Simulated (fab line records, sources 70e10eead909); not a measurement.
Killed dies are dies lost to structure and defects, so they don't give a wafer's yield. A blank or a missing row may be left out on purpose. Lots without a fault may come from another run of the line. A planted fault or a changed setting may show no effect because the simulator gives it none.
Which tool did it? | flow nand_harc | 19 lots, 57 wafers sampled, at 6 steps of a route of 1302

WHAT THE GAUGES READ, wafer by wafer
The record holds no reading of a measuring or inspecting step that can be judged against a usual standard deviation.

WHICH TOOL RAN EACH LOT (tool, then ch and the chambers of the sampled wafers, then the start)
lot  | NHARC_A_CHANNEL_FILL_D2_ETCHBACK_20 | NHARC_A_STAIRCASE_ETCH_169         | NHARC_A_STAIRCASE_TRIM_14      | NHARC_A_STAIRCASE_TRIM_16      | NHARC_A_STAIRCASE_ETCH_19      | NHARC_A_STAIRCASE_TRIM_22
L074 | rie_diel-12 ch 0,1,3, day 14 05:27  | rie_diel-11 ch 0,1,3, day 15 06:23 | rie_diel-02 ch 0,1,3, no start | rie_diel-02 ch 0,1,2, no start | rie_diel-02 ch 0,2,3, no start | rie_diel-02 ch 0,1,3, no start
L075 | rie_diel-09 ch 0,1,3, day 14 23:12  | rie_diel-13 ch 1,2,3, day 16 02:10 | rie_diel-13 ch 1,2,3, no start | rie_diel-13 ch 1,2,3, no start | rie_diel-13 ch 1,3, no start   | rie_diel-11 ch 0,3, no start
L078 | rie_diel-04 ch 0,1,3, day 16 05:46  | rie_diel-13 ch 1,2,3, day 17 13:05 | rie_diel-13 ch 0,2,3, no start | rie_diel-13 ch 0,3, no start   | rie_diel-13 ch 0,1, no start   | rie_diel-13 ch 0,1, no start
L081 | rie_diel-04 ch 0,3, day 17 04:52    | rie_diel-11 ch 0,2, day 18 08:28   | rie_diel-11 ch 0,2, no start   | rie_diel-11 ch 0,2, no start   | rie_diel-11 ch 0,2, no start   | rie_diel-13 ch 1,2,3, no start
L080 | rie_diel-09 ch 0,1, day 17 04:52    | rie_diel-02 ch 0,1,2, day 18 08:32 | rie_diel-13 ch 1,2, no start   | rie_diel-13 ch 2,3, no start   | rie_diel-13 ch 0,1,2, no start | rie_diel-02 ch 1,2,3, no start
L082 | rie_diel-04 ch 0,3, day 18 00:08    | rie_diel-02 ch 0,1,2, day 19 00:32 | rie_diel-13 ch 0,1,2, no start | rie_diel-13 ch 1,2,3, no start | rie_diel-13 ch 0,3, no start   | rie_diel-13 ch 1,2,3, no start
L083 | rie_diel-12 ch 0,1,3, day 18 00:08  | rie_diel-13 ch 0,1, day 19 00:43   | rie_diel-02 ch 0,1,3, no start | rie_diel-02 ch 2,3, no start   | rie_diel-02 ch 1,2,3, no start | rie_diel-02 ch 0,1, no start
L084 | rie_diel-04 ch 0,3, day 18 17:47    | rie_diel-02 ch 0,2,3, day 19 20:23 | rie_diel-13 ch 0,1,2, no start | rie_diel-13 ch 0,2, no start   | rie_diel-13 ch 0,2, no start   | rie_diel-13 ch 1,3, no start
L085 | rie_diel-04 ch 2,3, day 19 01:40    | rie_diel-11 ch 0,1, day 20 03:04   | rie_diel-02 ch 1,2,3, no start | rie_diel-02 ch 1,2,3, no start | rie_diel-02 ch 1,2, no start   | rie_diel-02 ch 0,1,2, no start
L086 | rie_diel-04 ch 1,2,3, day 19 15:46  | rie_diel-02 ch 0,1,2, day 20 16:55 | rie_diel-11 ch 1,2,3, no start | rie_diel-11 ch 1,2, no start   | rie_diel-11 ch 1,2, no start   | rie_diel-02 ch 0,1,3, no start
L087 | rie_diel-12 ch 0,2,3, day 20 01:44  | rie_diel-02 ch 0,1,3, day 21 02:45 | rie_diel-02 ch 0,1,3, no start | rie_diel-02 ch 2,3, no start   | rie_diel-02 ch 0,2, no start   | rie_diel-11 ch 0,1,3, no start
L088 | rie_diel-09 ch 1,2,3, day 20 23:05  | rie_diel-02 ch 1,2,3, day 22 00:08 | rie_diel-11 ch 0,1,2, no start | rie_diel-11 ch 0,1,3, no start | rie_diel-11 ch 0,1,3, no start | rie_diel-11 ch 1,2,3, no start
L089 | rie_diel-04 ch 0,1,2, day 20 23:05  | rie_diel-02 ch 0,2,3, day 22 00:22 | rie_diel-11 ch 0,2,3, no start | rie_diel-11 ch 0,3, no start   | rie_diel-11 ch 0,3, no start   | rie_diel-02 ch 0,3, no start
L090 | rie_diel-12 ch 0,1,2, day 21 11:05  | rie_diel-11 ch 0,1, day 22 13:41   | rie_diel-13 ch 0,1,2, no start | rie_diel-13 ch 1,3, no start   | rie_diel-13 ch 1,3, no start   | rie_diel-13 ch 0,2,3, no start
L091 | rie_diel-09 ch 0,1,3, day 21 11:05  | rie_diel-02 ch 0,2,3, day 22 13:31 | rie_diel-11 ch 0,1,2, no start | rie_diel-11 ch 0,1,2, no start | rie_diel-11 ch 0,2,3, no start | rie_diel-02 ch 0,2,3, no start
L092 | rie_diel-04 ch 0,1,2, day 22 12:36  | rie_diel-13 ch 0,3, day 23 15:59   | rie_diel-02 ch 0,3, no start   | rie_diel-02 ch 0,1,2, no start | rie_diel-02 ch 1,2,3, no start | rie_diel-02 ch 0,1,3, no start
L095 | rie_diel-12 ch 0,1,2, day 23 12:22  | rie_diel-11 ch 0,2, day 24 17:10   | rie_diel-13 ch 1,2, no start   | rie_diel-13 ch 1, no start     | rie_diel-13 ch 0,2, no start   | rie_diel-13 ch 0,2, no start
L096 | rie_diel-12 ch 0,2, day 24 00:29    | rie_diel-11 ch 2,3, day 25 01:26   | rie_diel-13 ch 0,1, no start   | rie_diel-13 ch 0,2, no start   | rie_diel-13 ch 0,1,2, no start | rie_diel-13 ch 0,2, no start
L097 | rie_diel-12 ch 0,3, day 24 07:35    | rie_diel-02 ch 0,1,3, day 25 09:09 | rie_diel-11 ch 0,2,3, no start | rie_diel-11 ch 2,3, no start   | rie_diel-11 ch 0,2,3, no start | rie_diel-13 ch 0,1,2, no start
- NHARC_A_CHANNEL_FILL_D2_ETCHBACK_20: etches the open film in C4F8/O2/Ar, target depth 27 nm, time 13.5 s.
- NHARC_A_STAIRCASE_ETCH_169: etches the open film in CH3F/O2, target depth 50 nm, time 107.1 s.
- NHARC_A_STAIRCASE_TRIM_14: chemistry O2, time 211.2 s.
- NHARC_A_STAIRCASE_TRIM_16: chemistry O2, time 211.2 s.
- NHARC_A_STAIRCASE_ETCH_19: etches the open film in C4F8/O2, target depth 100 nm, time 40.5 s.
- NHARC_A_STAIRCASE_TRIM_22: chemistry O2, time 211.2 s.

WHAT THE TOOLS THEMSELVES READ (means of the sampled wafers that have a number; where no wafer has one, the mark that the record gives instead)
NHARC_A_CHANNEL_FILL_D2_ETCHBACK_20. Usual: chamber_pressure_mTorr 24.997 mTorr, standard deviation 0.022; oes_product_au 0.982 a.u., standard deviation 0.026; rf_fwd_power_W 587.1 W, standard deviation 2.5; rf_vpp_V 981 V, standard deviation 6.
lot  | tool        | chamber_pressure_mTorr (mTorr) | oes_product_au (a.u.) | rf_fwd_power_W (W) | rf_vpp_V (V) | flag
L074 | rie_diel-12 | 25.006                         | 0.989                 | 588.1              | 979          |
L075 | rie_diel-09 | 25.014                         | 1.001                 | 587.1              | 980          |
L078 | rie_diel-04 | 24.989                         | 0.994                 | 586.5              | 986          |
L081 | rie_diel-04 | 24.994                         | 0.927                 | 587.7              | 987          |
L080 | rie_diel-09 | 24.981                         | 0.989                 | 585.7              | 977          |
L082 | rie_diel-04 | 25.000                         | 0.992                 | 587.9              | 987          |
L083 | rie_diel-12 | 25.011                         | 0.990                 | 588.4              | 979          |
L084 | rie_diel-04 | 25.009                         | 0.990                 | 588.0              | 989          |
L085 | rie_diel-04 | 24.973                         | 0.993                 | 587.3              | 986          |
L086 | rie_diel-04 | 25.009                         | 0.983                 | 587.1              | 983          |
L087 | rie_diel-12 | 25.004                         | 1.000                 | 590.5              | 977          |
L088 | rie_diel-09 | 24.984                         | 0.992                 | 586.4              | 978          |
L089 | rie_diel-04 | 24.992                         | 0.996                 | 587.0              | 985          |
L090 | rie_diel-12 | 25.018                         | 0.969                 | 586.4              | 979          |
L091 | rie_diel-09 | 24.996                         | 0.997                 | 585.9              | 979          |
L092 | rie_diel-04 | 25.007                         | 0.924                 | 589.2              | 985          |
L095 | rie_diel-12 | 25.013                         | 0.998                 | 585.2              | 979          |
L096 | rie_diel-12 | 25.009                         | 0.927                 | 586.1              | 975          |
L097 | rie_diel-12 | 25.006                         | 0.981                 | 588.1              | 980          |

NHARC_A_STAIRCASE_ETCH_169. Usual: chamber_pressure_mTorr 24.998 mTorr, standard deviation 0.026; drypump_motor_current_A 5.8 A, standard deviation 0.52; oes_product_au 0.957 a.u., standard deviation 0.017; rf_fwd_power_W 496.6 W, standard deviation 1.7; rf_vpp_V 244.1 V, standard deviation 1.2; showerhead_plenum_p_Torr 2.44 Torr, standard deviation 0.07; throttle_valve_pct 20.663 %, standard deviation 0.0086.
lot  | tool        | chamber_pressure_mTorr (mTorr) | drypump_motor_current_A (A) | oes_product_au (a.u.) | rf_fwd_power_W (W) | rf_vpp_V (V) | showerhead_plenum_p_Torr (Torr) | throttle_valve_pct (%) | flag
L074 | rie_diel-11 | 24.984                         | 6.1                         | 0.972                 | 496.3              | 243.5        | 2.39                            | 20.663                 |
L075 | rie_diel-13 | 25.014                         | 5.7                         | 0.960                 | 496.2              | 244.5        | 2.43                            | 20.663                 |
L078 | rie_diel-13 | 24.966                         | 5.6                         | 0.982                 | 496.4              | 244.2        | 2.43                            | 20.658                 |
L081 | rie_diel-11 | 24.989                         | 5.9                         | 0.952                 | 496.1              | 245.1        | 2.47                            | 20.663                 |
L080 | rie_diel-02 | 25.005                         | 5.9                         | 0.949                 | 496.9              | 244.1        | 2.47                            | 20.664                 |
L082 | rie_diel-02 | 24.982                         | 5.9                         | 0.967                 | 497.0              | 243.9        | 2.47                            | 20.662                 |
L083 | rie_diel-13 | 24.993                         | 5.6                         | 0.937                 | 495.2              | 243.7        | 2.41                            | 20.666                 |
L084 | rie_diel-02 | 25.001                         | 5.6                         | 0.930                 | 497.0              | 243.4        | 2.44                            | 20.657                 |
L085 | rie_diel-11 | 25.001                         | 6.2                         | 0.969                 | 494.2              | 243.3        | 2.40                            | 20.664                 |
L086 | rie_diel-02 | 24.969                         | 5.9                         | 0.967                 | 497.0              | 244.7        | 2.47                            | 20.672                 |
L087 | rie_diel-02 | 25.037                         | 5.5                         | 0.969                 | 496.3              | 244.7        | 2.46                            | 20.658                 |
L088 | rie_diel-02 | 25.008                         | 6.0                         | 0.962                 | 495.5              | 244.2        | 2.44                            | 20.666                 |
L089 | rie_diel-02 | 24.996                         | 5.5                         | 0.933                 | 497.6              | 244.1        | 2.43                            | 20.665                 |
L090 | rie_diel-11 | 24.981                         | 6.0                         | 0.949                 | 497.9              | 244.1        | 2.43                            | 20.661                 |
L091 | rie_diel-02 | 25.004                         | 5.5                         | 0.964                 | 498.5              | 243.9        | 2.43                            | 20.658                 |
L092 | rie_diel-13 | 24.984                         | 5.8                         | 0.951                 | 497.2              | 244.9        | 2.53                            | 20.662                 |
L095 | rie_diel-11 | 24.994                         | 6.2                         | 0.951                 | 494.3              | 243.8        | 2.40                            | 20.665                 |
L096 | rie_diel-11 | 25.036                         | 5.9                         | 0.941                 | 495.8              | 243.5        | 2.35                            | 20.666                 |
L097 | rie_diel-02 | 24.975                         | 5.5                         | 0.977                 | 498.0              | 243.9        | 2.45                            | 20.669                 |

NHARC_A_STAIRCASE_TRIM_14. Usual: chamber_pressure_mTorr 60.00 mTorr, standard deviation 0.055; drypump_motor_current_A 5.7 A, standard deviation 0.51; oes_product_au 0.997 a.u., standard deviation 0.01; rf_vpp_V 57.7 V, standard deviation 0.91; showerhead_plenum_p_Torr 3.49 Torr, standard deviation 0.1; throttle_valve_pct 17.037 %, standard deviation 0.009.
lot  | tool        | chamber_pressure_mTorr (mTorr) | drypump_motor_current_A (A) | oes_product_au (a.u.) | rf_vpp_V (V) | showerhead_plenum_p_Torr (Torr) | throttle_valve_pct (%) | flag
L074 | rie_diel-02 | 59.97                          | 5.6                         | 1.008                 | 58.2         | 3.56                            | 17.036                 |
L075 | rie_diel-13 | 59.98                          | 5.7                         | 1.001                 | 56.5         | 3.49                            | 17.041                 |
L078 | rie_diel-13 | 59.99                          | 5.6                         | 1.007                 | 58.1         | 3.59                            | 17.039                 |
L081 | rie_diel-11 | 60.04                          | 6.2                         | 1.000                 | 58.0         | 3.47                            | 17.045                 |
L080 | rie_diel-13 | 60.00                          | 5.2                         | 1.002                 | 57.9         | 3.46                            | 17.035                 |
L082 | rie_diel-13 | 60.02                          | 5.4                         | 1.000                 | 57.2         | 3.51                            | 17.032                 |
L083 | rie_diel-02 | 60.02                          | 5.5                         | 0.994                 | 57.9         | 3.54                            | 17.037                 |
L084 | rie_diel-13 | 59.99                          | 5.4                         | 1.001                 | 58.4         | 3.51                            | 17.036                 |
L085 | rie_diel-02 | 60.00                          | 5.9                         | 0.996                 | 58.4         | 3.51                            | 17.041                 |
L086 | rie_diel-11 | 60.07                          | 5.8                         | 1.001                 | 57.2         | 3.48                            | 17.038                 |
L087 | rie_diel-02 | 59.99                          | 5.5                         | 0.997                 | 58.2         | 3.53                            | 17.046                 |
L088 | rie_diel-11 | 59.97                          | 5.9                         | 0.988                 | 57.5         | 3.50                            | 17.045                 |
L089 | rie_diel-11 | 59.98                          | 6.1                         | 0.992                 | 57.4         | 3.43                            | 17.035                 |
L090 | rie_diel-13 | 59.98                          | 5.4                         | 1.003                 | 58.5         | 3.50                            | 17.035                 |
L091 | rie_diel-11 | 60.00                          | 5.9                         | 0.994                 | 57.4         | 3.50                            | 17.045                 |
L092 | rie_diel-02 | 59.96                          | 5.2                         | 1.004                 | 57.7         | 3.47                            | 17.029                 |
L095 | rie_diel-13 | 60.06                          | 5.2                         | 0.998                 | 58.0         | 3.43                            | 17.031                 |
L096 | rie_diel-13 | 60.02                          | 5.6                         | 0.985                 | 57.5         | 3.55                            | 17.036                 |
L097 | rie_diel-11 | 59.98                          | 6.1                         | 1.000                 | 57.2         | 3.41                            | 17.033                 |

NHARC_A_STAIRCASE_TRIM_16. Usual: chamber_pressure_mTorr 60.00 mTorr, standard deviation 0.051; drypump_motor_current_A 5.8 A, standard deviation 0.49; oes_product_au 0.998 a.u., standard deviation 0.01; rf_vpp_V 57.7 V, standard deviation 0.79; showerhead_plenum_p_Torr 3.49 Torr, standard deviation 0.11; throttle_valve_pct 17.036 %, standard deviation 0.0093.
lot  | tool        | chamber_pressure_mTorr (mTorr) | drypump_motor_current_A (A) | oes_product_au (a.u.) | rf_vpp_V (V) | showerhead_plenum_p_Torr (Torr) | throttle_valve_pct (%) | flag
L074 | rie_diel-02 | 60.03                          | 5.9                         | 0.998                 | 58.0         | 3.56                            | 17.041                 |
L075 | rie_diel-13 | 60.00                          | 5.6                         | 1.001                 | 57.7         | 3.49                            | 17.039                 |
L078 | rie_diel-13 | 60.04                          | 5.8                         | 1.001                 | 58.6         | 3.65                            | 17.034                 |
L081 | rie_diel-11 | 59.98                          | 5.9                         | 0.998                 | 58.4         | 3.54                            | 17.042                 |
L080 | rie_diel-13 | 60.01                          | 5.9                         | 1.002                 | 58.3         | 3.55                            | 17.042                 |
L082 | rie_diel-13 | 60.03                          | 5.7                         | 1.003                 | 57.2         | 3.48                            | 17.030                 |
L083 | rie_diel-02 | 60.03                          | 6.0                         | 0.996                 | 58.2         | 3.47                            | 17.033                 |
L084 | rie_diel-13 | 60.01                          | 5.4                         | 1.001                 | 58.8         | 3.61                            | 17.037                 |
L085 | rie_diel-02 | 59.99                          | 5.9                         | 1.000                 | 57.4         | 3.51                            | 17.036                 |
L086 | rie_diel-11 | 59.95                          | 5.6                         | 0.999                 | 57.9         | 3.57                            | 17.043                 |
L087 | rie_diel-02 | 60.03                          | 6.0                         | 1.000                 | 57.6         | 3.46                            | 17.033                 |
L088 | rie_diel-11 | 60.02                          | 6.1                         | 0.992                 | 57.4         | 3.41                            | 17.041                 |
L089 | rie_diel-11 | 60.01                          | 6.4                         | 0.985                 | 57.9         | 3.37                            | 17.040                 |
L090 | rie_diel-13 | 60.08                          | 5.9                         | 0.998                 | 58.2         | 3.42                            | 17.035                 |
L091 | rie_diel-11 | 59.98                          | 5.9                         | 0.982                 | 57.4         | 3.50                            | 17.031                 |
L092 | rie_diel-02 | 59.92                          | 6.0                         | 1.003                 | 57.2         | 3.53                            | 17.036                 |
L095 | rie_diel-13 | 59.93                          | 5.6                         | 1.001                 | 56.8         | 3.34                            | 17.044                 |
L096 | rie_diel-13 | 59.96                          | 5.4                         | 0.989                 | 57.8         | 3.59                            | 17.033                 |
L097 | rie_diel-11 | 59.97                          | 5.9                         | 1.002                 | 57.3         | 3.38                            | 17.034                 |

NHARC_A_STAIRCASE_ETCH_19. Usual: chamber_pressure_mTorr 25.001 mTorr, standard deviation 0.024; oes_product_au 0.938 a.u., standard deviation 0.011; rf_fwd_power_W 592 W, standard deviation 3.1; rf_vpp_V 895 V, standard deviation 3.9.
lot  | tool        | chamber_pressure_mTorr (mTorr) | oes_product_au (a.u.) | rf_fwd_power_W (W) | rf_vpp_V (V) | flag
L074 | rie_diel-02 | 24.960                         | 0.933                 | 593                | 896          |
L075 | rie_diel-13 | 24.998                         | 0.927                 | 588                | 896          |
L078 | rie_diel-13 | 25.008                         | 0.936                 | 590                | 894          |
L081 | rie_diel-11 | 25.012                         | 0.942                 | 589                | 897          |
L080 | rie_diel-13 | 25.002                         | 0.948                 | 594                | 895          |
L082 | rie_diel-13 | 24.985                         | 0.940                 | 594                | 900          |
L083 | rie_diel-02 | 25.015                         | 0.939                 | 591                | 895          |
L084 | rie_diel-13 | 25.006                         | 0.945                 | 593                | 898          |
L085 | rie_diel-02 | 25.008                         | 0.937                 | 592                | 895          |
L086 | rie_diel-11 | 24.976                         | 0.935                 | 594                | 898          |
L087 | rie_diel-02 | 25.023                         | 0.950                 | 595                | 895          |
L088 | rie_diel-11 | 25.045                         | 0.928                 | 591                | 892          |
L089 | rie_diel-11 | 25.004                         | 0.934                 | 590                | 888          |
L090 | rie_diel-13 | 24.998                         | 0.946                 | 589                | 896          |
L091 | rie_diel-11 | 25.004                         | 0.930                 | 592                | 891          |
L092 | rie_diel-02 | 25.010                         | 0.940                 | 594                | 895          |
L095 | rie_diel-13 | 25.009                         | 0.946                 | 592                | 898          |
L096 | rie_diel-13 | 25.022                         | 0.938                 | 595                | 895          |
L097 | rie_diel-11 | 25.000                         | 0.922                 | 592                | 892          |

NHARC_A_STAIRCASE_TRIM_22. Usual: chamber_pressure_mTorr 60.00 mTorr, standard deviation 0.048; drypump_motor_current_A 5.7 A, standard deviation 0.52; oes_product_au 0.998 a.u., standard deviation 0.011; rf_vpp_V 57.8 V, standard deviation 0.86; showerhead_plenum_p_Torr 3.51 Torr, standard deviation 0.1; throttle_valve_pct 17.037 %, standard deviation 0.0091.
lot  | tool        | chamber_pressure_mTorr (mTorr) | drypump_motor_current_A (A) | oes_product_au (a.u.) | rf_vpp_V (V) | showerhead_plenum_p_Torr (Torr) | throttle_valve_pct (%) | flag
L074 | rie_diel-02 | 59.99                          | 5.5                         | 0.997                 | 57.5         | 3.56                            | 17.036                 |
L075 | rie_diel-11 | 60.02                          | 6.4                         | 0.994                 | 57.5         | 3.39                            | 17.047                 |
L078 | rie_diel-13 | 60.01                          | 5.6                         | 1.004                 | 57.0         | 3.47                            | 17.033                 |
L081 | rie_diel-13 | 59.98                          | 5.6                         | 1.002                 | 57.3         | 3.48                            | 17.039                 |
L080 | rie_diel-02 | 59.97                          | 5.9                         | 0.997                 | 57.8         | 3.51                            | 17.030                 |
L082 | rie_diel-13 | 59.99                          | 5.6                         | 1.000                 | 58.1         | 3.48                            | 17.038                 |
L083 | rie_diel-02 | 60.05                          | 5.5                         | 0.989                 | 57.9         | 3.57                            | 17.036                 |
L084 | rie_diel-13 | 60.02                          | 6.1                         | 0.995                 | 58.3         | 3.50                            | 17.042                 |
L085 | rie_diel-02 | 60.03                          | 5.9                         | 1.005                 | 58.0         | 3.54                            | 17.036                 |
L086 | rie_diel-02 | 60.01                          | 5.5                         | 0.989                 | 57.2         | 3.53                            | 17.034                 |
L087 | rie_diel-11 | 60.06                          | 6.1                         | 0.991                 | 57.8         | 3.42                            | 17.035                 |
L088 | rie_diel-11 | 59.95                          | 5.8                         | 0.995                 | 57.3         | 3.47                            | 17.044                 |
L089 | rie_diel-02 | 59.98                          | 5.2                         | 1.001                 | 58.1         | 3.48                            | 17.038                 |
L090 | rie_diel-13 | 59.97                          | 5.6                         | 1.018                 | 57.2         | 3.57                            | 17.043                 |
L091 | rie_diel-02 | 59.98                          | 5.6                         | 0.997                 | 57.0         | 3.48                            | 17.038                 |
L092 | rie_diel-02 | 59.98                          | 5.5                         | 1.004                 | 58.0         | 3.52                            | 17.030                 |
L095 | rie_diel-13 | 60.01                          | 5.4                         | 0.988                 | 57.8         | 3.60                            | 17.035                 |
L096 | rie_diel-13 | 60.03                          | 5.2                         | 0.997                 | 57.9         | 3.54                            | 17.047                 |
L097 | rie_diel-13 | 60.00                          | 5.4                         | 0.990                 | 56.8         | 3.49                            | 17.028                 |

THE ANSWER, worked out from the rows above alone
Rule: a lot is off if the mean of its wafers that have a number lies more than 3 standard deviations from the usual mean. A lot without any number at a reading at which 4 lots or more have one is off too. The other lots that the step has rows for count as sound. The gauges are gone through in route order, then the tools' own readings, and for those a lot's mean is taken as printed above. The first step at which some lot is off is used, and at that step the reading that is off furthest; a lot without a number counts as furthest.
No lot is off at any reading shown: from this, nothing can be told.

WHAT THE SIMULATOR HAD PUT IN
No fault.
